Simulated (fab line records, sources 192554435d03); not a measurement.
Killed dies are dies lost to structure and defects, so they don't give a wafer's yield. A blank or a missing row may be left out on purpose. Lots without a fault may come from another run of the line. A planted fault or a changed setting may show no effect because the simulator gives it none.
A struck lot beside a sound one | flow n5_finfet | 26 steps out of a route of 1938
Sound: wafers L548.1, L548.5, L548.6. Struck: wafers L555.1, L555.3, L555.4. The cause comes at the end.
At each step with rows: each side's tool, then ch and its chambers, then its first start. Under that, the readings that differ: sound wafers | struck wafers | difference of the means | sigmas: that difference in standard deviations of wafers without a fault.
alike: readings whose means differ by less than 2 such deviations, and words and numbers that are the same on both sides. not compared: withheld readings, readings that some wafer has no value for, bounds like >300 that may hide the same value, and numbers for which the record gives no deviation and whose values overlap.
The two part at a step that has a row with sigmas, a row that says differs or no value, or rows on one side only. Numbers that don't overlap but have no deviation are shown without sigmas and don't part them. A reading that every wafer of one side lacks parts them only if that side has two wafers or more.

first, 5 steps without rows for these wafers: N5_WELL_APT_OXIDE_STRIP_42 (strips SiO2 in dHF, time 45 s, target depth 12 nm); N5_WELL_APT_PRECLEAN_36 (cleans in O3/DIW, time 45 s); N5_WELL_APT_PRECLEAN_39 (cleans in dHF, time 60 s); N5_WELL_APT_SRD_37 (time 30 s); N5_WELL_APT_EPI_41 (deposits Si from SiH4/H2, target thk 50 nm, time 297.7 s).
N5_WELL_APT_INSPECT_38: inspects for defects (darkfield).
  sound on defect_inspect-02, day 2 04:41; struck on defect_inspect-02, day 3 23:04
  alike: raw_defect_count
N5_PMOS_HMC_CHANNEL_EPI_HM_DEP_34: deposits SiO2 from TEOS/O2, target thk 36 nm, time 6.9 s.
  sound on pecvd-04 ch 0,1, day 2 04:43; struck on pecvd-02 ch 0,1,2, day 3 23:06
  alike: heater_power_w, showerhead_plenum_p_Torr, showerhead_vpp_V, throttle_valve_pct
then, 5 steps without rows for these wafers: N5_PMOS_HMC_CHANNEL_EPI_COAT_31 (time 60 s, resist thk 66 nm); N5_PMOS_HMC_CHANNEL_EPI_COAT_03 (resist thk 205 nm); N5_PMOS_HMC_CHANNEL_EPI_EBR_05; N5_PMOS_HMC_CHANNEL_EPI_SOFTBAKE_04 (time 60 s); N5_PMOS_HMC_CHANNEL_EPI_EXPOSE_06 (exposes mask PMOS HMC BLK, target cd 240 nm).
N5_PMOS_HMC_CHANNEL_EPI_PEB_07: peb time 60 s.
  sound on litho_track-01 ch 0, day 2 05:04; struck on litho_track-04 ch 0, day 3 23:19
  reading                  | sound                | struck               | difference | sigmas
  heater_power_total_W (W) | 174.6 175.8 175.5    | 165.9 163.2 163.0    | -11.3      | -7
  plate_temp_C (C)         | 110.01 109.83 110.04 | 105.03 105.01 105.22 | -4.87      | -37
  alike: exhaust_pa
then, 1 step without rows for these wafers: N5_PMOS_HMC_CHANNEL_EPI_DEVELOP_08 (develop time 30 s).
N5_PMOS_HMC_CHANNEL_EPI_CD_MEAS_09: target cd 237.4 nm.
  sound on cd_sem-01 ch 0, day 2 05:07; struck on cd_sem-03 ch 0, day 3 23:23
  reading    | sound             | struck            | difference | sigmas
  cd_nm (nm) | 237.1 235.5 237.3 | 220.6 220.6 220.5 | -16.1      | -17
N5_PMOS_HMC_CHANNEL_EPI_OVL_MEAS_10:
  sound on overlay-01 ch 0, day 2 05:09; struck on overlay-01 ch 0, day 3 23:25
  alike: PMOS_HMC_BLK_OVL
N5_PMOS_HMC_CHANNEL_EPI_INSPECT_11: inspects for defects (macro).
  sound on defect_inspect-01, day 2 05:11; struck on defect_inspect-01, day 3 23:26
  alike: raw_defect_count
N5_PMOS_HMC_CHANNEL_EPI_DESCUM_14: chemistry O2, time 7.9 s.
  sound on rie_diel-01 ch 1,2, day 2 05:13; struck on rie_diel-01 ch 0,1,3, day 3 23:28
  reading                               | sound           | struck            | difference | sigmas
  model.PMOS_HMC_CHANNEL_EPI.cd_nm (nm) | 237 235.5 237.3 | 220.3 220.9 220.2 | -16.1      |
  alike: drypump_motor_current_A, o2_flow_sccm, oes_product_au, rf_vpp_V, showerhead_plenum_p_Torr, throttle_valve_pct
  not compared: rf_hours_counter_h
N5_PMOS_HMC_CHANNEL_EPI_ETCH_32: etches BARC in N2/H2, stops on SiO2, target depth 85.8 nm, time 50.3 s.
  sound on rie_diel-01 ch 1,2, day 2 05:15; struck on rie_diel-01 ch 0,1,3, day 3 23:31
  alike: drypump_motor_current_A, oes_product_au, rf_vpp_V, showerhead_plenum_p_Torr, throttle_valve_pct
  not compared: rf_hours_counter_h
N5_PMOS_HMC_CHANNEL_EPI_HM_OPEN_15: chemistry CHF3/O2, target SiO2, target depth 40.6 nm, time 20.3 s.
  sound on rie_diel-01 ch 1,2, day 2 05:17; struck on rie_diel-01 ch 0,1,3, day 3 23:33
  alike: O2_flow_sccm, drypump_motor_current_A, oes_product_au, rf_vpp_V, showerhead_plenum_p_Torr, throttle_valve_pct
  not compared: rf_hours_counter_h
N5_PMOS_HMC_CHANNEL_EPI_STRIP_33: strips in N2/H2.
  sound on rie_diel-01 ch 1,2, day 2 05:20; struck on rie_diel-01 ch 0,1,3, day 3 23:36
  alike: drypump_motor_current_A, oes_product_au, rf_vpp_V, showerhead_plenum_p_Torr, throttle_valve_pct
  not compared: rf_hours_counter_h
then, 1 step without rows for these wafers: N5_PMOS_HMC_CHANNEL_EPI_STRIP_17 (strips in SPM, time 750 s).
N5_PMOS_HMC_CHANNEL_EPI_ETCH_38: etches SiO2 in CF4, target depth 1.5 nm.
  sound on rie_si-03 ch 0,3, day 2 05:39; struck on rie_si-06 ch 1,3, day 3 23:55
  alike: drypump_motor_current_A, oes_product_au, throttle_valve_pct
  not compared: rf_hours_counter_h
N5_PMOS_HMC_CHANNEL_EPI_FIN_RECESS_16: chemistry HBr/Cl2, target Si, target depth 54 nm, time 18 s.
  sound on rie_si-03 ch 0,3, day 2 05:40; struck on rie_si-06 ch 1,3, day 3 23:56
  reading                               | sound             | struck            | difference | sigmas
  oes_product_au (a.u.)                 | 1.027 1.022 1.013 | 1.017 0.972 0.981 | -0.031     | -2
  model.PMOS_HMC_CHANNEL_EPI.cd_nm (nm) | 239.4 237.4 239.7 | 222.4 222.3 223.1 | -16.2      |
  alike: drypump_motor_current_A, throttle_valve_pct
  not compared: rf_hours_counter_h
then, 1 step without rows for these wafers: N5_PMOS_HMC_CHANNEL_EPI_PRECLEAN_36 (cleans in O3/DIW, time 45 s).
-- the record jumps here: 11 days lie between the struck wafers' starts before and after (it left off in module PMOS_HMC_CHANNEL_EPI and takes up again in module PASSIVATION, whose first step shown is number 1936 of the route) --
N5_PASSIVATION_PROBE_49:
  the record has rows for the struck wafers here (prober-01, day 15 03:40) and none for the sound ones

WHERE THEY PART
First at N5_PMOS_HMC_CHANNEL_EPI_PEB_07; last, within this record, at N5_PASSIVATION_PROBE_49.

WHY: what the simulator had put in
Process parameter drift: litho_track-04, from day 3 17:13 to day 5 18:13, at N5_PMOS_HMC_CHANNEL_EPI_PEB_07. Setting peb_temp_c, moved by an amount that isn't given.
